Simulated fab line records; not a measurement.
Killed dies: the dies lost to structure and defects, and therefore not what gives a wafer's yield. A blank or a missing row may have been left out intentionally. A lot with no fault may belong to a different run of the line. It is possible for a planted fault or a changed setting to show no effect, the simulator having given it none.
Which tool did it? / flow nandHarc / 34 wafers from 12 lots sampled at 5 of the route's 1302 steps

## WHAT EACH GAUGE READ, for each wafer
NHARC_END_SORT_01. Usual: killedAtArray 59, standard deviation 24; killedAtOther 0.7, standard deviation 1.2; killedAtPeriphery 3.5, standard deviation 2.6; killedDies 63, standard deviation 24; killedOpen 3.2, standard deviation 2.1; killedShort 2.4, standard deviation 1.5.
lot=L336; measured=day 29 09:26; on=prober-01; killedAtArray=85 81; killedAtOther=0 0; killedAtPeriphery=3 4; killedDies=88 85; killedOpen=2 1; killedShort=3 3; flag=

## TOOL THAT RAN EACH LOT (tool first, then ch and the chambers of the sampled wafers, then the start)
lot=L325; NHARC_A_SLIT_ETCH_17=harEtch-02 ch 0,1, day 20 08:18; NHARC_A_WL_FILL_ETCHBACK_05=rieMetal-02 ch 0,1, day 20 21:35; NHARC_A_WL_FILL_STRIP_27=plasmaAsher-02 ch 0,1, day 20 21:43; NHARC_A_WL_FILL_ETCHBACK_17=rieMetal-03 ch 0,1, day 21 08:04
lot=L328; NHARC_A_SLIT_ETCH_17=harEtch-02 ch 0,1, day 20 21:01; NHARC_A_WL_FILL_ETCHBACK_05=rieMetal-01 ch 0,1, day 21 09:47; NHARC_A_WL_FILL_STRIP_27=plasmaAsher-02 ch 0,1, day 21 09:56; NHARC_A_WL_FILL_ETCHBACK_17=rieMetal-02 ch 0,1, day 21 21:17
lot=L329; NHARC_A_SLIT_ETCH_17=harEtch-02 ch 0,1, day 22 08:54; NHARC_A_WL_FILL_ETCHBACK_05=rieMetal-03 ch 0,1, day 23 03:26; NHARC_A_WL_FILL_STRIP_27=plasmaAsher-01 ch 0,1, day 23 03:36; NHARC_A_WL_FILL_ETCHBACK_17=rieMetal-02 ch 0,1, day 23 15:05
lot=L333; NHARC_A_SLIT_ETCH_17=harEtch-02 ch 0,1, day 23 23:11; NHARC_A_WL_FILL_ETCHBACK_05=rieMetal-03 ch 0,1, day 24 12:45; NHARC_A_WL_FILL_STRIP_27=plasmaAsher-01 ch 0,1, day 24 12:53; NHARC_A_WL_FILL_ETCHBACK_17=rieMetal-02 ch 0,1, day 25 01:32
lot=L334; NHARC_A_SLIT_ETCH_17=harEtch-02 ch 0,1, day 24 03:01; NHARC_A_WL_FILL_ETCHBACK_05=rieMetal-01 ch 0,1, day 24 16:25; NHARC_A_WL_FILL_STRIP_27=plasmaAsher-02 ch 0,1, day 24 16:32; NHARC_A_WL_FILL_ETCHBACK_17=rieMetal-02 ch 0,1, day 25 00:16
lot=L336; NHARC_A_SLIT_ETCH_17=harEtch-01 ch 0,1, day 24 21:30; NHARC_A_WL_FILL_ETCHBACK_05=rieMetal-01 ch 0,1, day 25 10:43; NHARC_A_WL_FILL_STRIP_27=plasmaAsher-02 ch 1, day 25 10:50; NHARC_A_WL_FILL_ETCHBACK_17=rieMetal-02 ch 0,1, day 25 22:04
lot=L337; NHARC_A_SLIT_ETCH_17=harEtch-02 ch 0,1, day 25 12:09; NHARC_A_WL_FILL_ETCHBACK_05=rieMetal-01 ch 0,1, day 26 00:50; NHARC_A_WL_FILL_STRIP_27=plasmaAsher-02 ch 1, day 26 01:00; NHARC_A_WL_FILL_ETCHBACK_17=rieMetal-02 ch 0,1, day 26 12:50
lot=L345; NHARC_A_SLIT_ETCH_17=harEtch-02 ch 0,1, day 28 04:53; NHARC_A_WL_FILL_ETCHBACK_05=rieMetal-01 ch 0,1, day 28 17:43; NHARC_A_WL_FILL_STRIP_27=plasmaAsher-01 ch 0,1, day 28 17:50; NHARC_A_WL_FILL_ETCHBACK_17=rieMetal-02 ch 0,1, day 29 03:37
lot=L344; NHARC_A_SLIT_ETCH_17=harEtch-01 ch 1, day 28 08:23; NHARC_A_WL_FILL_ETCHBACK_05=rieMetal-02 ch 1, day 28 21:10; NHARC_A_WL_FILL_STRIP_27=plasmaAsher-01 ch 0,1, day 28 21:20; NHARC_A_WL_FILL_ETCHBACK_17=rieMetal-03 ch 0,1, day 29 07:31
lot=L343; NHARC_A_SLIT_ETCH_17=harEtch-02 ch 0,1, day 28 08:52; NHARC_A_WL_FILL_ETCHBACK_05=rieMetal-03 ch 0,1, day 28 21:08; NHARC_A_WL_FILL_STRIP_27=plasmaAsher-02 ch 0,1, day 28 21:17; NHARC_A_WL_FILL_ETCHBACK_17=rieMetal-01 ch 0,1, day 29 07:27
lot=L346; NHARC_A_SLIT_ETCH_17=harEtch-01 ch 0,1, day 29 05:43; NHARC_A_WL_FILL_ETCHBACK_05=rieMetal-01 ch 0,1, day 29 19:29; NHARC_A_WL_FILL_STRIP_27=plasmaAsher-02 ch 0,1, day 29 19:38; NHARC_A_WL_FILL_ETCHBACK_17=rieMetal-02 ch 0,1, day 30 06:54
lot=L347; NHARC_A_SLIT_ETCH_17=harEtch-02 ch 0,1, day 29 18:46; NHARC_A_WL_FILL_ETCHBACK_05=rieMetal-01 ch 0,1, day 30 08:08; NHARC_A_WL_FILL_STRIP_27=plasmaAsher-02 ch 0,1, day 30 08:28; NHARC_A_WL_FILL_ETCHBACK_17=rieMetal-03 ch 0,1, day 30 20:00
- NHARC_A_SLIT_ETCH_17: etches the open film in C4F8/O2/Ar, time 4254.5 s, target depth 20300 nm.
- NHARC_A_WL_FILL_ETCHBACK_05: etches the open film in Cl2/BCl3, target depth 22 nm, time 60 s.
- NHARC_A_WL_FILL_STRIP_27: strips in N2/H2, time 20 s.
- NHARC_A_WL_FILL_ETCHBACK_17: etches the open film in Cl2/BCl3, target depth 4 nm, time 26.7 s.

## WHAT THE TOOLS THEMSELVES READ (means of the sampled wafers that have a number; where no wafer has one, the mark that the record gives instead)
NHARC_A_SLIT_ETCH_17. Usual: drypumpMotorCurrentA 5.4 A, standard deviation 0.44; o2FlowSccm 41.69 sccm, standard deviation 0.12; showerheadPlenumPTorr 3.63 Torr, standard deviation 0.046; throttleValvePct 32.046 %, standard deviation 0.0089.
lot=L325; tool=harEtch-02; drypumpMotorCurrentA (A)=5.4; o2FlowSccm (sccm)=41.71; showerheadPlenumPTorr (Torr)=3.69; throttleValvePct (%)=32.039; flag=
lot=L328; tool=harEtch-02; drypumpMotorCurrentA (A)=5.4; o2FlowSccm (sccm)=41.73; showerheadPlenumPTorr (Torr)=3.69; throttleValvePct (%)=32.040; flag=
lot=L329; tool=harEtch-02; drypumpMotorCurrentA (A)=5.4; o2FlowSccm (sccm)=41.59; showerheadPlenumPTorr (Torr)=3.68; throttleValvePct (%)=32.046; flag=
lot=L333; tool=harEtch-02; drypumpMotorCurrentA (A)=5.3; o2FlowSccm (sccm)=41.71; showerheadPlenumPTorr (Torr)=3.66; throttleValvePct (%)=32.044; flag=
lot=L334; tool=harEtch-02; drypumpMotorCurrentA (A)=5.3; o2FlowSccm (sccm)=41.60; showerheadPlenumPTorr (Torr)=3.66; throttleValvePct (%)=32.046; flag=
lot=L336; tool=harEtch-01; drypumpMotorCurrentA (A)=5.4; o2FlowSccm (sccm)=41.69; showerheadPlenumPTorr (Torr)=3.58; throttleValvePct (%)=32.050; flag=
lot=L337; tool=harEtch-02; drypumpMotorCurrentA (A)=5.3; o2FlowSccm (sccm)=41.51; showerheadPlenumPTorr (Torr)=3.65; throttleValvePct (%)=32.047; flag=
lot=L345; tool=harEtch-02; drypumpMotorCurrentA (A)=5.4; o2FlowSccm (sccm)=41.72; showerheadPlenumPTorr (Torr)=3.63; throttleValvePct (%)=32.042; flag=
lot=L344; tool=harEtch-01; drypumpMotorCurrentA (A)=4.7; o2FlowSccm (sccm)=41.64; showerheadPlenumPTorr (Torr)=3.59; throttleValvePct (%)=32.037; flag=
lot=L343; tool=harEtch-02; drypumpMotorCurrentA (A)=5.4; o2FlowSccm (sccm)=41.79; showerheadPlenumPTorr (Torr)=3.63; throttleValvePct (%)=32.045; flag=
lot=L346; tool=harEtch-01; drypumpMotorCurrentA (A)=5.1; o2FlowSccm (sccm)=41.63; showerheadPlenumPTorr (Torr)=3.56; throttleValvePct (%)=32.034; flag=
lot=L347; tool=harEtch-02; drypumpMotorCurrentA (A)=5.3; o2FlowSccm (sccm)=41.75; showerheadPlenumPTorr (Torr)=3.62; throttleValvePct (%)=32.045; flag=

NHARC_A_WL_FILL_ETCHBACK_05. Usual: drypumpMotorCurrentA 6.0 A, standard deviation 0.43; oesProductAu 1.007 a.u., standard deviation 0.0084; runLengthS 81.4 s, standard deviation 0.43; tempC 40.01 C, standard deviation 0.12.
lot=L325; tool=rieMetal-02; drypumpMotorCurrentA (A)=5.6; oesProductAu (a.u.)=1.003; runLengthS (s)=80.9; tempC (C)=40.14; flag=
lot=L328; tool=rieMetal-01; drypumpMotorCurrentA (A)=6.3; oesProductAu (a.u.)=0.999; runLengthS (s)=81.6; tempC (C)=40.00; flag=
lot=L329; tool=rieMetal-03; drypumpMotorCurrentA (A)=5.9; oesProductAu (a.u.)=1.013; runLengthS (s)=81.2; tempC (C)=39.84; flag=
lot=L333; tool=rieMetal-03; drypumpMotorCurrentA (A)=6.0; oesProductAu (a.u.)=1.017; runLengthS (s)=81.0; tempC (C)=40.06; flag=
lot=L334; tool=rieMetal-01; drypumpMotorCurrentA (A)=6.3; oesProductAu (a.u.)=1.005; runLengthS (s)=81.8; tempC (C)=39.98; flag=
lot=L336; tool=rieMetal-01; drypumpMotorCurrentA (A)=6.3; oesProductAu (a.u.)=1.014; runLengthS (s)=81.8; tempC (C)=40.06; flag=
lot=L337; tool=rieMetal-01; drypumpMotorCurrentA (A)=6.4; oesProductAu (a.u.)=0.998; runLengthS (s)=81.7; tempC (C)=40.02; flag=
lot=L345; tool=rieMetal-01; drypumpMotorCurrentA (A)=6.3; oesProductAu (a.u.)=1.007; runLengthS (s)=82.0; tempC (C)=39.95; flag=
lot=L344; tool=rieMetal-02; drypumpMotorCurrentA (A)=5.1; oesProductAu (a.u.)=1.010; runLengthS (s)=80.6; tempC (C)=40.04; flag=
lot=L343; tool=rieMetal-03; drypumpMotorCurrentA (A)=6.1; oesProductAu (a.u.)=1.010; runLengthS (s)=81.2; tempC (C)=39.99; flag=
lot=L346; tool=rieMetal-01; drypumpMotorCurrentA (A)=6.3; oesProductAu (a.u.)=1.014; runLengthS (s)=81.6; tempC (C)=39.88; flag=
lot=L347; tool=rieMetal-01; drypumpMotorCurrentA (A)=6.3; oesProductAu (a.u.)=1.009; runLengthS (s)=81.8; tempC (C)=39.86; flag=

NHARC_A_WL_FILL_STRIP_27. Usual: drypumpMotorCurrentA 6.0 A, standard deviation 0.37; heaterPowerW 337 W, standard deviation 25; tempC 250.00 C, standard deviation 0.15.
lot=L325; tool=plasmaAsher-02; drypumpMotorCurrentA (A)=6.0; heaterPowerW (W)=318; tempC (C)=250.04; flag=
lot=L328; tool=plasmaAsher-02; drypumpMotorCurrentA (A)=6.0; heaterPowerW (W)=319; tempC (C)=250.13; flag=
lot=L329; tool=plasmaAsher-01; drypumpMotorCurrentA (A)=5.6; heaterPowerW (W)=356; tempC (C)=249.93; flag=
lot=L333; tool=plasmaAsher-01; drypumpMotorCurrentA (A)=5.6; heaterPowerW (W)=359; tempC (C)=249.93; flag=
lot=L334; tool=plasmaAsher-02; drypumpMotorCurrentA (A)=6.0; heaterPowerW (W)=323; tempC (C)=249.98; flag=
lot=L336; tool=plasmaAsher-02; drypumpMotorCurrentA (A)=6.2; heaterPowerW (W)=349; tempC (C)=250.07; flag=
lot=L337; tool=plasmaAsher-02; drypumpMotorCurrentA (A)=6.2; heaterPowerW (W)=349; tempC (C)=249.86; flag=
lot=L345; tool=plasmaAsher-01; drypumpMotorCurrentA (A)=5.6; heaterPowerW (W)=358; tempC (C)=249.98; flag=
lot=L344; tool=plasmaAsher-01; drypumpMotorCurrentA (A)=5.7; heaterPowerW (W)=357; tempC (C)=249.97; flag=
lot=L343; tool=plasmaAsher-02; drypumpMotorCurrentA (A)=6.0; heaterPowerW (W)=316; tempC (C)=250.03; flag=
lot=L346; tool=plasmaAsher-02; drypumpMotorCurrentA (A)=6.0; heaterPowerW (W)=317; tempC (C)=249.96; flag=
lot=L347; tool=plasmaAsher-02; drypumpMotorCurrentA (A)=6.0; heaterPowerW (W)=316; tempC (C)=250.00; flag=

NHARC_A_WL_FILL_ETCHBACK_17. Usual: drypumpMotorCurrentA 5.8 A, standard deviation 0.47; oesProductAu 1.005 a.u., standard deviation 0.0081; runLengthS 47.9 s, standard deviation 0.41.
lot=L325; tool=rieMetal-03; drypumpMotorCurrentA (A)=6.0; oesProductAu (a.u.)=1.004; runLengthS (s)=48.0; flag=
lot=L328; tool=rieMetal-02; drypumpMotorCurrentA (A)=5.6; oesProductAu (a.u.)=1.001; runLengthS (s)=47.6; flag=
lot=L329; tool=rieMetal-02; drypumpMotorCurrentA (A)=5.6; oesProductAu (a.u.)=1.005; runLengthS (s)=47.6; flag=
lot=L333; tool=rieMetal-02; drypumpMotorCurrentA (A)=5.6; oesProductAu (a.u.)=1.001; runLengthS (s)=43.3; flag=OFF
lot=L334; tool=rieMetal-02; drypumpMotorCurrentA (A)=5.6; oesProductAu (a.u.)=1.004; runLengthS (s)=47.5; flag=
lot=L336; tool=rieMetal-02; drypumpMotorCurrentA (A)=5.5; oesProductAu (a.u.)=1.014; runLengthS (s)=44.5; flag=OFF
lot=L337; tool=rieMetal-02; drypumpMotorCurrentA (A)=5.5; oesProductAu (a.u.)=1.006; runLengthS (s)=44.7; flag=OFF
lot=L345; tool=rieMetal-02; drypumpMotorCurrentA (A)=5.7; oesProductAu (a.u.)=1.009; runLengthS (s)=47.5; flag=
lot=L344; tool=rieMetal-03; drypumpMotorCurrentA (A)=6.0; oesProductAu (a.u.)=1.005; runLengthS (s)=48.1; flag=
lot=L343; tool=rieMetal-01; drypumpMotorCurrentA (A)=6.3; oesProductAu (a.u.)=1.008; runLengthS (s)=48.5; flag=
lot=L346; tool=rieMetal-02; drypumpMotorCurrentA (A)=5.3; oesProductAu (a.u.)=1.007; runLengthS (s)=47.7; flag=
lot=L347; tool=rieMetal-03; drypumpMotorCurrentA (A)=6.0; oesProductAu (a.u.)=0.992; runLengthS (s)=47.8; flag=

## THE ANSWER, worked out from the rows above alone
Rule: a lot is off if the mean of its wafers that have a number lies more than 3 standard deviations from the usual mean. Also off: a lot with no number at a reading for which 4 or more lots have one. All remaining lots with rows at the step are treated as sound. The gauges are gone through in route order, then the tools' own readings, and for those a lot's mean is taken as printed above. The first step at which some lot is off is used, and at that step the reading that is off furthest; a lot without a number counts as furthest.
Off at NHARC_A_WL_FILL_ETCHBACK_17 (runLengthS): L333, L336, L337.
If a tool, at that step or one of the process steps before it, ran each lot that is off and ran no sound lot following the first of them, it fits. Not one of the candidates tried fits.

## WHAT THE SIMULATOR HAD PUT IN
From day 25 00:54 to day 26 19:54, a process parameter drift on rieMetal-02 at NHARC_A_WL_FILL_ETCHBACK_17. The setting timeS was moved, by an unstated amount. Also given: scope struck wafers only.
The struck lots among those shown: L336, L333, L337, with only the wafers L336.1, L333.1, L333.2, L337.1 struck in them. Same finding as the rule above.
